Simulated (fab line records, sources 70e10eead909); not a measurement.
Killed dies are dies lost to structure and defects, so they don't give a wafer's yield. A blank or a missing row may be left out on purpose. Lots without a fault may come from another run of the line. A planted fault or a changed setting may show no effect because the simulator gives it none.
Which tool did it? | flow nand_harc | 14 lots, 42 wafers sampled, at 5 steps of a route of 1302

WHAT THE GAUGES READ, wafer by wafer
NHARC_A_CHANNEL_HOLE_D1_INSPECT_40. Usual: raw_defect_count 73, standard deviation 28.
lot  | measured     | on                | raw_defect_count | flag
L747 | day 8 22:55  | defect_inspect-01 | 33 42 62         |
L748 | day 9 11:09  | defect_inspect-01 | 41 65 73         |
L750 | day 10 06:42 | defect_inspect-01 | 48 71 64         |
L751 | day 10 09:09 | defect_inspect-01 | 94 100 82        |
L753 | day 11 19:08 | defect_inspect-01 | 106 120 108      |
L754 | day 11 21:23 | defect_inspect-02 | 54 37 41         |
L755 | day 12 03:58 | defect_inspect-02 | 129 115 93       |
L756 | day 12 19:33 | defect_inspect-01 | 90 76 92         |
L758 | day 13 20:49 | defect_inspect-01 | 65 56 39         |
L759 | day 14 01:03 | defect_inspect-01 | 96 98 107        |
L760 | day 14 05:11 | defect_inspect-01 | 92 101 95        |
L762 | day 14 21:33 | defect_inspect-02 | 37 29 43         |
L763 | day 15 12:36 | defect_inspect-01 | 79 33 50         |
L765 | day 16 03:41 | defect_inspect-01 | 57 60 50         |

NHARC_A_ONON_D2_THK_MEAS_02: measures by ellipsometry. Usual: thk_nm 1003 nm, standard deviation 7.7.
lot  | measured     | on            | thk_nm (nm)    | flag
L747 | day 12 15:50 | film_metro-01 | 1005 1004 1004 |
L748 | day 12 21:22 | film_metro-02 | 995 997 994    |
L750 | day 13 20:31 | film_metro-02 | 1011 1012 1010 |
L751 | day 13 20:23 | film_metro-02 | 988 987 986    |
L753 | day 15 06:59 | film_metro-02 | 1010 1011 1011 |
L754 | day 15 06:58 | film_metro-02 | 990 991 991    |
L755 | day 15 12:31 | film_metro-02 | 1000 1000 1001 |
L756 | day 16 04:28 | film_metro-02 | 1000 1000 1000 |
L758 | day 17 06:15 | film_metro-02 | 1010 1009 1010 |
L759 | day 18 04:18 | film_metro-02 | 1016 1017 1015 |
L760 | day 18 04:17 | film_metro-02 | 1001 1001 1000 |
L762 | day 18 14:05 | film_metro-02 | 998 1000 999   |
L763 | day 19 00:13 | film_metro-02 | 1008 1056 1008 |
L765 | day 19 15:43 | film_metro-02 | 999 999 1046   |

WHICH TOOL RAN EACH LOT (tool, then ch and the chambers of the sampled wafers, then the start)
lot  | NHARC_A_CHANNEL_FILL_D1_ALD_02   | NHARC_A_CHANNEL_FILL_D1_ALD_25   | NHARC_A_ONON_D2_DEP_00
L747 | ald_hk-02 ch 1,2, day 8 23:11    | ald_hk-03 ch 1,2, day 10 13:01   | pecvd_onon-02 ch 0, day 12 15:19
L748 | ald_hk-02 ch 1,2,3, day 9 11:29  | ald_hk-01 ch 0,1,2, day 10 22:18 | pecvd_onon-02 ch 0, day 12 20:52
L750 | ald_hk-03 ch 1,2, day 10 06:58   | ald_hk-01 ch 0,1,3, day 11 19:54 | pecvd_onon-02 ch 0, day 13 20:10
L751 | ald_hk-03 ch 0,1, day 10 09:22   | ald_hk-03 ch 0,2,3, day 11 18:40 | pecvd_onon-03 ch 0, day 13 19:52
L753 | ald_hk-02 ch 0,1,3, day 11 19:46 | ald_hk-01 ch 2,3, day 13 09:21   | pecvd_onon-01 ch 0, day 15 06:35
L754 | ald_hk-02 ch 1,2,3, day 11 21:34 | ald_hk-02 ch 1,3, day 13 09:20   | pecvd_onon-03 ch 0, day 15 06:28
L755 | ald_hk-02 ch 0,3, day 12 04:10   | ald_hk-03 ch 1,3, day 13 17:11   | pecvd_onon-03 ch 0, day 15 12:01
L756 | ald_hk-02 ch 0,2, day 12 19:44   | ald_hk-02 ch 2,3, day 14 07:50   | pecvd_onon-03 ch 0, day 16 03:57
L758 | ald_hk-02 ch 1,2, day 13 21:01   | ald_hk-02 ch 0,2,3, day 15 10:33 | pecvd_onon-03 ch 0, day 17 05:51
L759 | ald_hk-02 ch 1,3, day 14 01:14   | ald_hk-01 ch 1,2, day 15 17:03   | pecvd_onon-02 ch 0, day 18 03:50
L760 | ald_hk-02 ch 1,2,3, day 14 05:32 | ald_hk-01 ch 0,1, day 15 20:59   | pecvd_onon-01 ch 0, day 18 03:47
L762 | ald_hk-02 ch 0,1,2, day 14 21:44 | ald_hk-03 ch 0,2, day 16 12:53   | pecvd_onon-02 ch 0, day 18 13:38
L763 | ald_hk-01 ch 0,1,2, day 15 12:52 | ald_hk-01 ch 0,2,3, day 17 04:52 | pecvd_onon-02 ch 0, day 18 23:46
L765 | ald_hk-02 ch 0,2, day 16 04:02   | ald_hk-02 ch 0,2,3, day 17 13:52 | pecvd_onon-02 ch 0, day 19 15:13
- NHARC_A_CHANNEL_FILL_D1_ALD_02: deposits SiO2, target thk 6 nm, pulse time 10 s, ald cycles 60.
- NHARC_A_CHANNEL_FILL_D1_ALD_25: deposits SiOx, target thk 60 nm, pulse time 10 s, ald cycles 600.
- NHARC_A_ONON_D2_DEP_00: target thk 1000 nm.

WHAT THE TOOLS THEMSELVES READ (means of the sampled wafers that have a number; where no wafer has one, the mark that the record gives instead)
NHARC_A_CHANNEL_FILL_D1_ALD_02. Usual: heater_power_w 458 W, standard deviation 40; precursor_pulse_height_rel 1.002, standard deviation 0.019.
lot  | tool      | heater_power_w (W) | precursor_pulse_height_rel | flag
L747 | ald_hk-02 | 447                | 0.998                      |
L748 | ald_hk-02 | 445                | 1.004                      |
L750 | ald_hk-03 | 394                | 1.011                      |
L751 | ald_hk-03 | 442                | 1.002                      |
L753 | ald_hk-02 | 459                | 0.998                      |
L754 | ald_hk-02 | 446                | 0.993                      |
L755 | ald_hk-02 | 448                | 1.003                      |
L756 | ald_hk-02 | 439                | 1.016                      |
L758 | ald_hk-02 | 464                | 0.988                      |
L759 | ald_hk-02 | 472                | 0.993                      |
L760 | ald_hk-02 | 452                | 0.999                      |
L762 | ald_hk-02 | 456                | 0.999                      |
L763 | ald_hk-01 | 515                | 1.003                      |
L765 | ald_hk-02 | 448                | 1.008                      |

NHARC_A_CHANNEL_FILL_D1_ALD_25. Usual: heater_power_w 467 W, standard deviation 49; precursor_pulse_height_rel 1.001, standard deviation 0.02.
lot  | tool      | heater_power_w (W) | precursor_pulse_height_rel | flag
L747 | ald_hk-03 | 421                | 1.010                      |
L748 | ald_hk-01 | 490                | 1.013                      |
L750 | ald_hk-01 | 484                | 0.997                      |
L751 | ald_hk-03 | 445                | 1.023                      |
L753 | ald_hk-01 | 440                | 1.002                      |
L754 | ald_hk-02 | 466                | 0.994                      |
L755 | ald_hk-03 | 483                | 1.012                      |
L756 | ald_hk-02 | 441                | 1.004                      |
L758 | ald_hk-02 | 443                | 1.001                      |
L759 | ald_hk-01 | 489                | 1.005                      |
L760 | ald_hk-01 | 541                | 0.992                      |
L762 | ald_hk-03 | 398                | 0.999                      |
L763 | ald_hk-01 | 486                | 0.994                      |
L765 | ald_hk-02 | 451                | 1.001                      |

NHARC_A_ONON_D2_DEP_00. Usual: n2o_flow_sccm 1999 sccm, standard deviation 5.7.
lot  | tool          | n2o_flow_sccm (sccm) | flag
L747 | pecvd_onon-02 | 1997                 |
L748 | pecvd_onon-02 | 2004                 |
L750 | pecvd_onon-02 | 2006                 |
L751 | pecvd_onon-03 | 2005                 |
L753 | pecvd_onon-01 | 1999                 |
L754 | pecvd_onon-03 | 1992                 |
L755 | pecvd_onon-03 | 1995                 |
L756 | pecvd_onon-03 | 2003                 |
L758 | pecvd_onon-03 | 1995                 |
L759 | pecvd_onon-02 | 1999                 |
L760 | pecvd_onon-01 | 1997                 |
L762 | pecvd_onon-02 | 2002                 |
L763 | pecvd_onon-02 | 2003                 |
L765 | pecvd_onon-02 | 2001                 |

THE ANSWER, worked out from the rows above alone
Rule: a lot is off if the mean of its wafers that have a number lies more than 3 standard deviations from the usual mean. A lot without any number at a reading at which 4 lots or more have one is off too. The other lots that the step has rows for count as sound. The gauges are gone through in route order, then the tools' own readings, and for those a lot's mean is taken as printed above. The first step at which some lot is off is used, and at that step the reading that is off furthest; a lot without a number counts as furthest.
No lot is off at any reading shown: from this, nothing can be told.

WHAT THE SIMULATOR HAD PUT IN
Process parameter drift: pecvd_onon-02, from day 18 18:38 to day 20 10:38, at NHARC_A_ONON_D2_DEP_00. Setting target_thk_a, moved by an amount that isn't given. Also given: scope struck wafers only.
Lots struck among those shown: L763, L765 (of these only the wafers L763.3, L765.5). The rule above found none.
